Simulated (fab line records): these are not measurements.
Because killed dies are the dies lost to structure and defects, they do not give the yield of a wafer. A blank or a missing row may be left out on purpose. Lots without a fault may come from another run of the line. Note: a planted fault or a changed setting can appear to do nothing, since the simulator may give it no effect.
What tool caused it? ; flow n5 finfet ; 24 lots, 72 wafers sampled, at 6 steps of a route of 1938

== WHAT THE GAUGES READ, wafer by wafer ==
N5_PMOS_HMC_CHANNEL_EPI_THK_MEAS_22. Usual: for HMC_CMP_THK the level is 54.3 nm and the standard deviation is 0.6.
lot;measured;on;HMC_CMP_THK (nm);flag
L074;day 1 20:53;film metro-02;55.1 54.4 54.3;
L075;day 2 01:58;film metro-02;53.3 54.8 53.4;
L076;day 2 07:57;film metro-01;54.1 54.3 54.7;
L077;day 2 13:24;film metro-01;54.6 55.3 54.6;
L078;day 2 19:40;film metro-01;54.4 55.0 53.7;
L079;day 3 01:49;film metro-02;53.7 54.1 53.9;
L080;day 3 08:11;film metro-02;54.2 54.2 54.2;
L081;day 3 13:55;film metro-02;54.8 54.2 54.0;
L082;day 3 19:48;film metro-02;53.3 55.0 54.0;
L083;day 4 02:13;film metro-02;55.3 53.8 54.1;
L084;day 4 08:31;film metro-02;54.2 54.6 54.2;
L085;day 4 13:37;film metro-02;54.5 54.2 55.0;
L086;day 4 19:44;film metro-01;53.9 53.4 53.5;
L087;day 5 01:36;film metro-02;53.9 54.4 53.4;
L088;day 5 07:30;film metro-02;55.5 54.4 54.8;
L089;day 5 13:38;film metro-01;55.0 53.7 54.4;
L090;day 5 19:56;film metro-01;54.2 53.0 53.1;
L091;day 6 02:52;film metro-01;54.5 54.9 54.4;
L092;day 6 09:34;film metro-01;54.3 54.0 54.7;
L093;day 6 16:49;film metro-02;54.7 54.4 54.2;
L094;day 6 19:30;film metro-02;54.8 54.4 54.7;
L095;day 7 02:16;film metro-01;55.5 54.8 54.3;
L096;day 7 08:10;film metro-01;55.1 54.3 54.8;
L097;day 7 14:01;film metro-02;54.3 53.7 55.3;

N5_PMOS_HMC_CHANNEL_EPI_INSPECT_30: inspects for defects (darkfield). Usual: raw defect count 18, standard deviation 6.6.
lot;measured;on;raw defect count;flag
L074;day 1 21:22;defect inspect-01;30 13 5;
L075;day 2 02:26;defect inspect-01;23 10 20;
L076;day 2 08:26;defect inspect-02;20 32 26;
L077;day 2 13:53;defect inspect-01;9 17 17;
L078;day 2 20:10;defect inspect-01;16 23 21;
L079;day 3 02:18;defect inspect-02;15 13 15;
L080;day 3 08:40;defect inspect-01;19 33 28;
L081;day 3 14:23;defect inspect-01;17 10 13;
L082;day 3 20:17;defect inspect-02;16 39 6;
L083;day 4 02:41;defect inspect-02;21 13 22;
L084;day 4 09:00;defect inspect-01;19 22 17;
L085;day 4 14:06;defect inspect-01;15 21 12;
L086;day 4 20:13;defect inspect-02;32 24 36;
L087;day 5 02:05;defect inspect-02;24 16 18;
L088;day 5 07:59;defect inspect-02;26 12 12;
L089;day 5 14:07;defect inspect-01;15 20 12;
L090;day 5 20:25;defect inspect-01;21 21 26;
L091;day 6 03:27;defect inspect-01;6 15 8;
L092;day 6 10:03;defect inspect-01;14 16 20;
L093;day 6 17:17;defect inspect-02;7 14 10;
L094;day 6 19:59;defect inspect-01;21 28 23;
L095;day 7 02:44;defect inspect-02;18 14 14;
L096;day 7 08:40;defect inspect-01;15 12 9;
L097;day 7 14:39;defect inspect-02;17 23 10;

N5_FIN_SAQP_OVL_MEAS_17. Usual: for FIN_CORE_OVL the level is -0.4 nm and the standard deviation is 0.77.
lot;measured;on;FIN_CORE_OVL (nm);flag
L074;day 1 23:02;overlay-01;1.1 1.5 0.2;
L075;day 2 03:48;overlay-01;0.1 0.6 -0.4;
L076;day 2 09:47;overlay-01;-0.4 -0.6 -1.3;
L077;day 2 15:18;overlay-01;0.4 0.4 0.1;
L078;day 2 21:55;overlay-02;0.1 -0.4 0.7;
L079;day 3 03:32;overlay-02;-0.9 -0.2 -0.9;
L080;day 3 10:04;overlay-01;-0.7 -1.0 -0.9;
L081;day 3 15:49;overlay-02;-0.7 -0.1 -1.7;
L082;day 3 22:49;overlay-01;0.6 -1.4 0.2;
L083;day 4 04:20;overlay-02;-0.5 -1.3 -0.8;
L084;day 4 10:31;overlay-01;0.0 0.2 0.8;
L085;day 4 15:57;overlay-02;1.6 0.8 0.4;
L086;day 4 21:39;overlay-02;0.1 -0.2 -0.9;
L087;day 5 04:57;overlay-01;-1.2 -1.3 -1.0;
L088;day 5 09:20;overlay-01;-0.4 -0.2 -0.9;
L089;day 5 15:22;overlay-01;-1.3 -0.2 -1.6;
L090;day 5 21:40;overlay-01;0.8 0.6 0.2;
L091;day 6 04:49;overlay-01;-0.9 -0.1 -1.0;
L092;day 6 11:24;overlay-01;-0.8 -0.2 -1.1;
L093;day 6 18:41;overlay-02;-1.6 -1.4 -1.0;
L094;day 6 21:20;overlay-01;-0.1 0.9 0.3;
L095;day 7 04:41;overlay-01;-0.8 -0.2 -1.0;
L096;day 7 10:03;overlay-02;-0.2 0.7 -0.3;
L097;day 7 16:08;overlay-01;-0.1 -0.8 0.3;

== WHAT TOOL EACH LOT RAN ON (gives the tool, then ch and the chambers of the sampled wafers, and finally the start) ==
lot;N5_PMOS_HMC_CHANNEL_EPI_EPI_26;N5_FIN_SAQP_ALD_61;N5_FIN_SAQP_HM_DEP_72
L074;epi rpcvd-03 ch 0, day 1 20:59;ald sin-02 ch 0,1,2, day 1 21:41;pecvd-01 ch 0,2, day 1 22:33
L075;epi rpcvd-02 ch 0, day 2 02:04;ald sin-03 ch 0,3, day 2 02:34;pecvd-04 ch 0,2, day 2 03:19
L076;epi rpcvd-03 ch 0, day 2 08:04;ald sin-03 ch 0,1,2, day 2 08:33;pecvd-04 ch 0,1, day 2 09:18
L077;epi rpcvd-04 ch 0, day 2 13:34;ald sin-02 ch 1,2,3, day 2 14:01;pecvd-02 ch 0,1,2, day 2 14:49
L078;epi rpcvd-03 ch 0, day 2 19:47;ald sin-04 ch 1,2,3, day 2 20:17;pecvd-02 ch 1,2, day 2 21:23
L079;epi rpcvd-04 ch 0, day 3 01:56;ald sin-02 ch 1,2,3, day 3 02:25;pecvd-04 ch 0,1,2, day 3 03:10
L080;epi rpcvd-04 ch 0, day 3 08:24;ald sin-02 ch 0,1,2, day 3 08:47;pecvd-01 ch 0,1,2, day 3 09:35
L081;epi rpcvd-03 ch 0, day 3 14:04;ald sin-04 ch 2,3, day 3 14:31;pecvd-02 ch 1,2, day 3 15:19
L082;epi rpcvd-02 ch 0, day 3 19:58;ald sin-03 ch 0,3, day 3 21:31;pecvd-02 ch 1,2, day 3 22:17
L083;epi rpcvd-03 ch 0, day 4 02:19;ald sin-04 ch 1,2,3, day 4 02:52;pecvd-01 ch 0,1,2, day 4 03:51
L084;epi rpcvd-04 ch 0, day 4 08:38;ald sin-04 ch 0,3, day 4 09:23;pecvd-02 ch 0,1,2, day 4 10:09
L085;epi rpcvd-04 ch 0, day 4 13:49;ald sin-04 ch 1,2,3, day 4 14:50;pecvd-01 ch 1,2, day 4 15:35
L086;epi rpcvd-02 ch 0, day 4 19:51;ald sin-04 ch 1,2, day 4 20:21;pecvd-01 ch 1,2, day 4 21:10
L087;epi rpcvd-03 ch 0, day 5 01:43;ald sin-02 ch 0,2,3, day 5 03:50;pecvd-04 ch 0,1,2, day 5 04:35
L088;epi rpcvd-02 ch 0, day 5 07:40;ald sin-02 ch 0,1,3, day 5 08:06;pecvd-02 ch 0,1, day 5 08:51
L089;epi rpcvd-04 ch 0, day 5 13:47;ald sin-02 ch 1,3, day 5 14:14;pecvd-04 ch 0,2, day 5 15:00
L090;epi rpcvd-03 ch 0, day 5 20:06;ald sin-04 ch 1,2,3, day 5 20:33;pecvd-01 ch 1,2, day 5 21:18
L091;epi rpcvd-04 ch 0, day 6 03:02;ald sin-02 ch 0,2, day 6 03:34;pecvd-04 ch 0,2, day 6 04:19
L092;epi rpcvd-03 ch 0, day 6 09:41;ald sin-02 ch 0,1, day 6 10:10;pecvd-04 ch 0,1, day 6 11:01
L093;epi rpcvd-04 ch 0, day 6 16:55;ald sin-02 ch 0,1,3, day 6 17:25;pecvd-04 ch 0,1,2, day 6 18:13
L094;epi rpcvd-04 ch 0, day 6 19:37;ald sin-04 ch 0,2,3, day 6 20:07;pecvd-01 ch 1,2, day 6 20:51
L095;epi rpcvd-04 ch 0, day 7 02:25;ald sin-04 ch 1,2,3, day 7 03:21;pecvd-04 ch 0,1,2, day 7 04:12
L096;epi rpcvd-03 ch 0, day 7 08:20;ald sin-02 ch 1,3, day 7 08:47;pecvd-04 ch 0,1, day 7 09:34
L097;epi rpcvd-04 ch 0, day 7 14:11;ald sin-04 ch 0,2,3, day 7 14:46;pecvd-04 ch 0,1, day 7 15:37
- N5_PMOS_HMC_CHANNEL_EPI_EPI_26: deposits Si from SiH4/H2, target thk 3.8 nm, time 22.7 s.
- N5_FIN_SAQP_ALD_61: deposits SiO2, target thk 4 nm, pulse time 1 s, purge time 2 s.
- N5_FIN_SAQP_HM_DEP_72: deposits SiO2 from SiH4/N2O, target thk 12 nm, time 7.2 s.

== WHAT THE TOOLS THEMSELVES READ (means of the sampled wafers that have a number; where no wafer has one, the mark that the record gives instead) ==
N5_PMOS_HMC_CHANNEL_EPI_EPI_26. Usual: throttle valve pct 11.10 %, standard deviation 0.2.
lot;tool;throttle valve pct (%);flag
L074;epi rpcvd-03;10.98;
L075;epi rpcvd-02;11.37;
L076;epi rpcvd-03;11.20;
L077;epi rpcvd-04;11.05;
L078;epi rpcvd-03;11.11;
L079;epi rpcvd-04;10.98;
L080;epi rpcvd-04;10.96;
L081;epi rpcvd-03;11.15;
L082;epi rpcvd-02;11.30;
L083;epi rpcvd-03;11.21;
L084;epi rpcvd-04;10.95;
L085;epi rpcvd-04;11.06;
L086;epi rpcvd-02;11.42;
L087;epi rpcvd-03;11.14;
L088;epi rpcvd-02;11.37;
L089;epi rpcvd-04;11.10;
L090;epi rpcvd-03;11.25;
L091;epi rpcvd-04;11.07;
L092;epi rpcvd-03;11.19;
L093;epi rpcvd-04;10.90;
L094;epi rpcvd-04;10.88;
L095;epi rpcvd-04;10.98;
L096;epi rpcvd-03;11.20;
L097;epi rpcvd-04;10.85;

N5_FIN_SAQP_ALD_61. Usual: heater power w 502 W, standard deviation 70; precursor pulse height rel 1.000, standard deviation 0.021.
lot;tool;heater power w (W);precursor pulse height rel;flag
L074;ald sin-02;553;1.003;
L075;ald sin-03;580;1.019;
L076;ald sin-03;499;1.019;
L077;ald sin-02;517;0.984;
L078;ald sin-04;438;1.002;
L079;ald sin-02;516;1.003;
L080;ald sin-02;549;0.994;
L081;ald sin-04;488;1.005;
L082;ald sin-03;581;0.996;
L083;ald sin-04;432;0.971;
L084;ald sin-04;513;1.001;
L085;ald sin-04;439;0.997;
L086;ald sin-04;390;0.993;
L087;ald sin-02;497;1.017;
L088;ald sin-02;514;0.999;
L089;ald sin-02;533;0.982;
L090;ald sin-04;435;1.019;
L091;ald sin-02;523;0.996;
L092;ald sin-02;572;1.021;
L093;ald sin-02;514;0.992;
L094;ald sin-04;478;1.000;
L095;ald sin-04;435;0.989;
L096;ald sin-02;542;1.002;
L097;ald sin-04;477;1.007;

N5_FIN_SAQP_HM_DEP_72. Usual: heater power w 760 W, standard deviation 130; showerhead plenum p Torr 8.10 Torr, standard deviation 0.11.
lot;tool;heater power w (W);showerhead plenum p Torr (Torr);flag
L074;pecvd-01;683;8.19;
L075;pecvd-04;772;8.12;
L076;pecvd-04;703;8.07;
L077;pecvd-02;806;8.07;
L078;pecvd-02;876;8.11;
L079;pecvd-04;805;8.08;
L080;pecvd-01;671;8.14;
L081;pecvd-02;821;8.24;
L082;pecvd-02;776;8.23;
L083;pecvd-01;690;8.14;
L084;pecvd-02;796;8.08;
L085;pecvd-01;698;8.10;
L086;pecvd-01;719;8.10;
L087;pecvd-04;797;8.08;
L088;pecvd-02;826;8.05;
L089;pecvd-04;803;8.12;
L090;pecvd-01;669;8.16;
L091;pecvd-04;789;8.11;
L092;pecvd-04;695;8.03;
L093;pecvd-04;811;8.07;
L094;pecvd-01;665;8.16;
L095;pecvd-04;804;8.06;
L096;pecvd-04;768;8.03;
L097;pecvd-04;741;8.07;

== THE ANSWER, worked out from the rows above alone ==
Rule: a lot is off if the mean of its wafers that have a number lies more than 3 standard deviations from the usual mean. A lot without any number at a reading at which 4 lots or more have one is off too. Where the step has rows for the other lots, those lots are counted as sound. After the gauges, taken in route order, come the tools' own readings; for these a lot's mean is taken, as printed above. The first step at which some lot is off is used, and at that step the reading that is off furthest; a lot without a number counts as furthest.
None of the lots is off at any reading shown; this tells nothing.

== WHAT THE SIMULATOR HAD INSERTED ==
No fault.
